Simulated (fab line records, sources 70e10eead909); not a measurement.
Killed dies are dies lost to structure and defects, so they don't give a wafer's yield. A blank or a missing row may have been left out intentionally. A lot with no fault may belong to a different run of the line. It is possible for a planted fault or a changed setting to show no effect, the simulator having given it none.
Problem report, 8D (eight disciplines) form, completed by code + flow nand_harc + the parts of the form that need people (team, actions taken, sign-off) are left out

1. WHAT IS WRONG
Wafers without a fault read 55, standard deviation 17; killed_at_array at NHARC_END_SORT_01 reads a mean of 673 on 6 wafers belonging to 2 lots. Measured from the usual mean, that is +36 standard deviations.
Earliest sighting: wafer L676.1 on prober-02 at day 31 11:29. The record has a number at this step for 6 wafers belonging to 2 lots. The rule behind "out" and "out of limits": a value lying over 4 standard deviations away from the usual mean. All remaining wafers that have a number are taken as sound.

2. WHAT THIS IS AND IS NOT
| question                    | is                           | is not                                            |
|-----------------------------|------------------------------|---------------------------------------------------|
| which readings at this step | killed_at_array, killed_dies | killed_at_other, killed_at_periphery, killed_open |
| which lots                  | L676, L677                   | -                                                 |
| which wafers of those lots  | all that have a number       | -                                                 |
| read on which gauges        | prober-02                    | -                                                 |
| when                        | from day 31 11:29            | up to then (0 sound wafers)                       |

3. WHAT RULES OUT EACH SUSPECT
Counting: a tool at any process step up to the reading remains a suspect when it ran all the lots that are out and ran no sound lot after the first of those.
- the gauge at NHARC_END_SORT_01: kept. All the wafers that are out were read on prober-02, and no step on other tools shows them out.
- rie_diel-10 at NHARC_A_SLIT_STRIP_18 (strips in O2): kept. It ran every lot that is out, first L676 (day 27 03:18), and no sound lot after that.
After counting, rie_diel-10 at NHARC_A_SLIT_STRIP_18 and prober-02 at NHARC_END_SORT_01 remain.

4. THE CAUSE (what the simulator had put in)
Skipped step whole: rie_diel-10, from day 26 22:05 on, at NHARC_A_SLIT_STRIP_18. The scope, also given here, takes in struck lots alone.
Of the 2 suspects that counting leaves, this tool is one.

5. SEQUENCE OF EFFECTS, ordered by route
One row per reading whose mean, taken over the struck wafers that have a number, lies over 3 standard deviations from the usual. Only readings for which the record gives a usual standard deviation are gone through. hours: the time from each lot's start at the first step in this table that gives one to its start at this step, as a median over the lots. sigmas: the change in usual standard deviations.
| hours | step              | reading         | usual | on struck wafers | change | sigmas |
|-------|-------------------|-----------------|-------|------------------|--------|--------|
| 0     | NHARC_END_SORT_01 | killed_at_array | 55    | 673              | +618   | +36    |
| 0     | NHARC_END_SORT_01 | killed_dies     | 59    | 677              | +618   | +34    |
Readings that are blank on the struck wafers while sound wafers have them: chamber_pressure_mTorr at NHARC_A_SLIT_STRIP_18; drypump_motor_current_A at NHARC_A_SLIT_STRIP_18; oes_product_au at NHARC_A_SLIT_STRIP_18; rf_vpp_V at NHARC_A_SLIT_STRIP_18; showerhead_plenum_p_Torr at NHARC_A_SLIT_STRIP_18; throttle_valve_pct at NHARC_A_SLIT_STRIP_18.

6. HOW IT WOULD HAVE BEEN CAUGHT EARLIER
Counted from the fault's start at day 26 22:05, it took 109 hours until the first out-of-limits reading at a measuring or inspecting step in this record, taken at day 31 11:29.
At NHARC_A_SLIT_STRIP_18 the tool's readings are blank on the struck wafers, where sound wafers have them: an empty tool record is the first sign, and it was there at once.
All the lots that are out (2) had begun NHARC_A_SLIT_STRIP_18 on rie_diel-10 by day 31 11:29. Holding the tool at that point would not have protected any of them.
